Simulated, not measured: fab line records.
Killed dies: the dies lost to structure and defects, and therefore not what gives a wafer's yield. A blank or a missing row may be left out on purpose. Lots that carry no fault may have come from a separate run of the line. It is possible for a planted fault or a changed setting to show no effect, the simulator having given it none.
Struck lot and sound lot, side by side | flow n5_finfet | 36 steps out of a route of 1938
Sound: these wafers, L401.1, L401.5, L401.6. Struck: wafer L416.6 (left out: L416.2, a lot-mate that was not struck); the cause follows at the end.
Order at every step that has rows: each side's tool, ch and its chambers, its first start. Under that, the readings that differ: sound wafers | struck wafers | difference of the means | sigmas: that difference in standard deviations of wafers without a fault.
alike: readings whose means differ by less than 2 such deviations, and words and numbers that are the same on both sides. not compared: withheld readings, readings that some wafer has no value for, bounds like >300 that may hide the same value, and numbers for which the record gives no deviation and whose values overlap.
Wherever a step has rows on one side only, a row that says differs or no value, or a row with sigmas, the two part there. When numbers do not overlap yet have no deviation, they are printed without sigmas and do not part them. A reading that every wafer of one side lacks parts them only if that side has two wafers or more.

first, 8 steps without rows for these wafers: N5_BEOL_M6_SPUTTER_48 (material Cu, target thk 10 nm, time 1.667 s); N5_BEOL_M6_ECD_50 (material Cu, target thk 300 nm); N5_BEOL_M6_ANNEAL_51 (time 90 s); N5_BEOL_M6_CMP_52 (polishes, stops on SiCOH lowk, t overpolish 6.9 s, target thk 80 nm); N5_BEOL_M6_PRE_CLEAN_55 (time 15 s); N5_BEOL_M6_DEP_56 (deposits SiCN from 3MS/NH3, target thk 10 nm, time 17.5 s); N5_BEOL_M7_ILD_DEP_00 (deposits SiCOH lowk from DEMS/porogen, target thk 179.75 nm, time 33.4 s); N5_BEOL_M7_CURE_74 (cures SiCOH lowk, time 240 s).
N5_BEOL_M7_PECVD_70: deposits SiO2 from TEOS/O2, target thk 20 nm, time 22.7 s.
  sound on pecvd-02 ch 0,1,2, day 10 09:32; struck on pecvd-02 ch 0, day 13 00:29
  reading                                    | sound      | struck | difference | sigmas
  model.SiO2_of_BEOL_M7_PECVD_70.thk_nm (nm) | 19.8 20 20 | 19     | -1         |
  alike: heater_power_outer_w, heater_power_w, showerhead_plenum_p_Torr, throttle_valve_pct
then, 25 steps without rows for these wafers: N5_BEOL_M7_HM_DEP_02 (deposits TiN, target thk 20 nm); N5_BEOL_M7_COAT_59 (time 60 s, resist thk 100 nm); N5_BEOL_M7_COAT_60 (time 60 s, resist thk 35 nm); N5_BEOL_M7_COAT_05 (resist thk 90 nm); N5_BEOL_M7_EBR_07; N5_BEOL_M7_SOFTBAKE_06 (time 60 s); N5_BEOL_M7_EXPOSE_08 (exposes mask M7); N5_BEOL_M7_PEB_09 (peb time 60 s); N5_BEOL_M7_DEVELOP_10 (develop time 30 s); N5_BEOL_M7_DESCUM_16 (chemistry O2, time 7.9 s); N5_BEOL_M7_ETCH_61 (etches SiARC in CF4, target depth 45.5 nm, time 75.8 s); N5_BEOL_M7_ETCH_62 (etches SOC in N2/H2, target depth 110 nm, overetch 22 nm, time 165 s); N5_BEOL_M7_STRIP_68 (strips in N2/H2); N5_BEOL_M7_STRIP_67 (strips in CF4); N5_BEOL_M7_HM_OPEN_17 (chemistry Cl2/BCl3, target TiN, target depth 20 nm, overetch 6 nm); N5_BEOL_M7_STRIP_19 (strips in O2); N5_BEOL_M7_COAT_63 (time 60 s, resist thk 60 nm); N5_BEOL_M7_COAT_64 (time 60 s, resist thk 12 nm); N5_BEOL_M7_COAT_71 (time 60 s, resist thk 5 nm); N5_BEOL_M7_COAT_22 (resist thk 30 nm); N5_BEOL_M7_EBR_24; N5_BEOL_M7_SOFTBAKE_23 (time 60 s); N5_BEOL_M7_EXPOSE_25 (exposes mask V6, target cd 40 nm); N5_BEOL_M7_PEB_26 (peb time 60 s); N5_BEOL_M7_DEVELOP_27 (develop time 30 s).
N5_BEOL_M7_HM_STRIP_39: strips TiN in peroxide tin strip, target depth 25 nm, time 158 s.
  sound on wet_bench-06 ch 0,2,5, day 10 12:11; struck on wet_bench-02 ch 7, day 13 07:22
  reading                                    | sound          | struck | difference | sigmas
  model.SiO2_of_BEOL_M7_PECVD_70.thk_nm (nm) | 19.6 19.8 19.8 | 18.8   | -0.9       |
-- record jumps: 3 days separate the struck wafers' starts on either side; left off in module BEOL_M7, taken up again in module PASSIVATION, whose first shown step is the route's number 1936 --
N5_PASSIVATION_PROBE_49:
  sound: prober-01 at day 13 20:05; struck: prober-01 at day 16 18:47
  alike: defect_limited_yield, killed_at_M0_to_M3, killed_at_M4_up, killed_at_contacts, killed_at_front_end, killed_at_other, killed_dies, killed_on_rim, killed_open, killed_short, sort_bin_5_function, sort_bin_6_memory, sort_n_pass, sort_yield_pct

## WHERE THEY PART
Nowhere in this record.

WHY: the cause the simulator had injected
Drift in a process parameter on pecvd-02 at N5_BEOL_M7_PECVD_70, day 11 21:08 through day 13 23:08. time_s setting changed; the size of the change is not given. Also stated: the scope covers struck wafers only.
